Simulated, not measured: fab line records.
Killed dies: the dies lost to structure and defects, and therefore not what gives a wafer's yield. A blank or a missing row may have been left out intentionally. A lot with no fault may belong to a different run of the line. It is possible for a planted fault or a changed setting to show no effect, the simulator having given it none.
Split-lot trial :: flow n5 finfet :: route with 1938 steps; 7 lots, 21 wafers read

== THE SPLIT ITSELF ==
At N5_BEOL_M14_COAT_65 (time 60 s, resist thk 450 nm), the setting spin rpm was moved away from the recipe's 1500 rpm on 8 of the 21 wafers read, by -7.3% to +10.7%. The other wafers ran this setting at the recipe's value.

The split's own step is where the reading is taken.

== THE READING ==
SOC_of_BEOL_M14_COAT_65.thk nm (the simulator's own value, which no gauge read), in nm, at N5_BEOL_M14_COAT_65 (time 60 s, resist thk 450 nm). There is no usual value for it anywhere in the file. Average 450.2 nm, standard deviation 1.1 nm, over the 13 wafers here run with the recipe.

wafer: L075.1
tool, chamber at the split: litho track-05, 0
spin rpm as run, rpm: 1390
against the recipe: -7.3%
SOC_of_BEOL_M14_COAT_65.thk nm, nm: 466.4
against lot-mates on the recipe: +17.0

wafer: L075.3
tool, chamber at the split: litho track-05, 0
spin rpm as run, rpm: 1500
against the recipe: recipe
SOC_of_BEOL_M14_COAT_65.thk nm, nm: 449.4
against lot-mates on the recipe: -

wafer: L075.6
tool, chamber at the split: litho track-05, 0
spin rpm as run, rpm: 1390
against the recipe: -7.3%
SOC_of_BEOL_M14_COAT_65.thk nm, nm: 467.2
against lot-mates on the recipe: +17.8

wafer: L078.2
tool, chamber at the split: litho track-02, 0
spin rpm as run, rpm: 1500
against the recipe: recipe
SOC_of_BEOL_M14_COAT_65.thk nm, nm: 449.8
against lot-mates on the recipe: -

wafer: L078.3
tool, chamber at the split: litho track-02, 0
spin rpm as run, rpm: 1661
against the recipe: +10.7%
SOC_of_BEOL_M14_COAT_65.thk nm, nm: 427.2
against lot-mates on the recipe: -22.6

wafer: L078.6
tool, chamber at the split: litho track-02, 0
spin rpm as run, rpm: 1661
against the recipe: +10.7%
SOC_of_BEOL_M14_COAT_65.thk nm, nm: 429.4
against lot-mates on the recipe: -20.4

wafer: L081.4
tool, chamber at the split: litho track-05, 0
spin rpm as run, rpm: 1500
against the recipe: recipe
SOC_of_BEOL_M14_COAT_65.thk nm, nm: 451
against lot-mates on the recipe: -

wafer: L081.5
tool, chamber at the split: litho track-05, 0
spin rpm as run, rpm: 1439
against the recipe: -4.1%
SOC_of_BEOL_M14_COAT_65.thk nm, nm: 461
against lot-mates on the recipe: +10.0

wafer: L081.6
tool, chamber at the split: litho track-05, 0
spin rpm as run, rpm: 1439
against the recipe: -4.1%
SOC_of_BEOL_M14_COAT_65.thk nm, nm: 461.8
against lot-mates on the recipe: +10.8

wafer: L080.3
tool, chamber at the split: litho track-05, 0
spin rpm as run, rpm: 1406
against the recipe: -6.3%
SOC_of_BEOL_M14_COAT_65.thk nm, nm: 465.4
against lot-mates on the recipe: +15.5

wafer: L080.5
tool, chamber at the split: litho track-05, 0
spin rpm as run, rpm: 1500
against the recipe: recipe
SOC_of_BEOL_M14_COAT_65.thk nm, nm: 448.8
against lot-mates on the recipe: -

wafer: L080.6
tool, chamber at the split: litho track-05, 0
spin rpm as run, rpm: 1500
against the recipe: recipe
SOC_of_BEOL_M14_COAT_65.thk nm, nm: 451
against lot-mates on the recipe: -

wafer: L082.2
tool, chamber at the split: litho track-03, 0
spin rpm as run, rpm: 1500
against the recipe: recipe
SOC_of_BEOL_M14_COAT_65.thk nm, nm: 450.2
against lot-mates on the recipe: -

wafer: L082.3
tool, chamber at the split: litho track-03, 0
spin rpm as run, rpm: 1500
against the recipe: recipe
SOC_of_BEOL_M14_COAT_65.thk nm, nm: 451.6
against lot-mates on the recipe: -

wafer: L082.6
tool, chamber at the split: litho track-03, 0
spin rpm as run, rpm: 1394
against the recipe: -7.1%
SOC_of_BEOL_M14_COAT_65.thk nm, nm: 468
against lot-mates on the recipe: +17.1

wafer: L084.1
tool, chamber at the split: litho track-03, 0
spin rpm as run, rpm: 1500
against the recipe: recipe
SOC_of_BEOL_M14_COAT_65.thk nm, nm: 448.6
against lot-mates on the recipe: -

wafer: L084.3
tool, chamber at the split: litho track-03, 0
spin rpm as run, rpm: 1500
against the recipe: recipe
SOC_of_BEOL_M14_COAT_65.thk nm, nm: 449
against lot-mates on the recipe: -

wafer: L084.4
tool, chamber at the split: litho track-03, 0
spin rpm as run, rpm: 1500
against the recipe: recipe
SOC_of_BEOL_M14_COAT_65.thk nm, nm: 450.4
against lot-mates on the recipe: -

wafer: L091.2
tool, chamber at the split: litho track-05, 0
spin rpm as run, rpm: 1500
against the recipe: recipe
SOC_of_BEOL_M14_COAT_65.thk nm, nm: 450.4
against lot-mates on the recipe: -

wafer: L091.5
tool, chamber at the split: litho track-05, 0
spin rpm as run, rpm: 1500
against the recipe: recipe
SOC_of_BEOL_M14_COAT_65.thk nm, nm: 449.6
against lot-mates on the recipe: -

wafer: L091.6
tool, chamber at the split: litho track-05, 0
spin rpm as run, rpm: 1500
against the recipe: recipe
SOC_of_BEOL_M14_COAT_65.thk nm, nm: 452.4
against lot-mates on the recipe: -

THE FIT
A straight line over all 21 wafers: SOC_of_BEOL_M14_COAT_65.thk nm changes by -2.21 nm for each +1% of spin rpm; r = -0.99; the points scatter about the line by 1.4 nm.
The same after taking each lot's own level away (the mean of its wafers on the recipe; 21 wafers): -2.19 nm for each +1%; r = -0.99; scatter 1.2 nm.
On that fit, the largest move of spin rpm shifts the reading by 24 nm.
The lots' own levels span 449.33 to 451.00 nm, that is 1.5 times the standard deviation above.
Hence the lot-to-lot level has little effect on the slope; both slopes agree.
Check: for one of the wafers moved furthest among these (+10.7%), held out of the fit, the line's prediction against its lot-mates is -23.1 nm. Against them it came out at -22.6 nm.

== THE OTHER SPLITS THESE WAFERS WENT THROUGH ==
Other splits were also applied to these wafers ahead of the reading. Each is held against what the fit with the lots' levels taken away leaves over:
other split on the same wafers: N5_BEOL_M13_DESCUM_33 time s
wafers away from the commonest value: 8
r with SOC_of_BEOL_M14_COAT_65.thk nm (lot level and that fit taken away): -0.28

== THE FILE'S OWN FIT ==
SOC_of_BEOL_M14_COAT_65.thk nm changes by -2.25 nm for each +1% of spin rpm, r = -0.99.
